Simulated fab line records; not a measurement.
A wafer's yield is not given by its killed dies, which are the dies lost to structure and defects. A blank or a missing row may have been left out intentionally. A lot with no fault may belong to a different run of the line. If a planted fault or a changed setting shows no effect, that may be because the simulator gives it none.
Struck lot and sound lot, side by side    flow n5-finfet    17 out of 1938 route steps
Sound: these wafers, L928.1, L928.4, L928.6. Struck: wafer L946.5. (L946.1 of the same lot was not struck and is left out.) The cause comes at the end.
For every step that has rows: the tool of each side, followed by ch and its chambers, followed by its first start. Under that, the readings that differ: sound wafers    struck wafers    difference of the means    sigmas: that difference in standard deviations of wafers without a fault.
alike: a reading whose means differ by less than 2 such deviations, as well as words and numbers matching on both sides. not compared: withheld readings; readings where some wafer has no value; bounds like >300 that might hide an equal value; numbers whose values overlap and for which the record gives no deviation.
A row with sigmas, a row that says differs or no value, or rows on one side alone: a step with any of these is where the two part. Numbers that have no deviation but don't overlap get no sigmas and don't part them. Lack of a reading on every wafer of one side parts them only where that side has two or more wafers.

first, 2 steps without rows for these wafers: N5_BEOL_M3_ANNEAL_82 (time 240 s); N5_BEOL_M3_SPUTTER_86 (material Cu, target thk 4.5 nm, time 8.29 s).
N5_BEOL_M3_ANNEAL_87: time 240 s.
  sound on pvd-sputter-01 at day 7 17:13; struck on pvd-sputter-02 at day 11 17:59
  alike: heater-power-w, susceptor_temp_C_max
N5_BEOL_M3_SPUTTER_88: material Cu, target thk 4.5 nm, time 8.29 s.
  sound on pvd-sputter-01 at day 7 17:22; struck on pvd-sputter-02 at day 11 18:08
  alike: chuck-sensor-temp-C, throttle-valve-pct
N5_BEOL_M3_ANNEAL_89: time 240 s.
  sound on pvd-sputter-01 at day 7 17:26; struck on pvd-sputter-02 at day 11 18:13
  alike: heater-power-w, susceptor_temp_C_max
N5_BEOL_M3_SPUTTER_90: material Cu, target thk 4.5 nm, time 8.29 s.
  sound on pvd-sputter-01 at day 7 17:35; struck on pvd-sputter-02 at day 11 18:21
  alike: chuck-sensor-temp-C, throttle-valve-pct
then, 1 step without rows for these wafers: N5_BEOL_M3_ANNEAL_91 (time 240 s).
N5_BEOL_M3_SPUTTER_92: material Cu, target thk 4.5 nm, time 8.29 s.
  sound on pvd-sputter-01 at day 7 17:48; struck on pvd-sputter-02 at day 11 18:34
  alike: chuck-sensor-temp-C, throttle-valve-pct
then, 4 steps without rows for these wafers: N5_BEOL_M3_ANNEAL_93 (time 240 s); N5_BEOL_M3_SPUTTER_94 (material Cu, target thk 4.5 nm, time 8.29 s); N5_BEOL_M3_ANNEAL_95 (time 240 s); N5_BEOL_M3_SPUTTER_96 (material Cu, target thk 4.5 nm, time 8.29 s).
N5_BEOL_M3_ECD_50: material Cu, target thk 300 nm.
  sound on ecd-cu-01 ch 0,1, day 7 18:22; struck on ecd-cu-01 ch 1, day 11 19:07
reading                                 sound              struck  difference  sigmas
model.Cu_of_BEOL_M3_ECD_50.thk-nm (nm)  302.6 299.4 301.4  151.6   -149.5      
then, 1 step without rows for these wafers: N5_BEOL_M3_ANNEAL_51 (time 90 s).
N5_BEOL_M3_CMP_52: polishes, stops on SiOC, t overpolish 6.8 s, target thk 40 nm.
  sound on cmp-03 ch 1,3, day 7 18:45; struck on cmp-01 ch 2, day 11 20:44
reading                 sound           struck  difference  sigmas
time-to-endpoint-s (s)  59.1 59.3 61.5  32.8    -27.2       -9
  alike: motor-current-A, retaining-ring-pressure-frac
  not compared: pad-life-wafers
N5_BEOL_M3_THK_MEAS_53: measures by xrf.
  sound on film-metro-02 at day 7 19:02; struck on film-metro-02 at day 11 20:59
  alike: M3_THK
N5_BEOL_M4_RC_MEAS_101:
  sound on prober-02 ch 0, day 8 01:38; struck on prober-02 ch 0, day 12 07:05
reading        sound           struck  difference  sigmas
DIBL_N (mV/V)  34.0 34.4 34.7  37.6    +3.2        +2
ION_P (uA/um)  465 482 468     456     -16         -2
  alike: DIBL_P, IOFF_N, IOFF_P, ION_N, SS_N, SS_P, VT_N, VT_P

WHERE THEY PART
Last at N5_BEOL_M4_RC_MEAS_101 as far as this record goes, first at N5_BEOL_M3_CMP_52.

WHY: the cause the simulator had injected
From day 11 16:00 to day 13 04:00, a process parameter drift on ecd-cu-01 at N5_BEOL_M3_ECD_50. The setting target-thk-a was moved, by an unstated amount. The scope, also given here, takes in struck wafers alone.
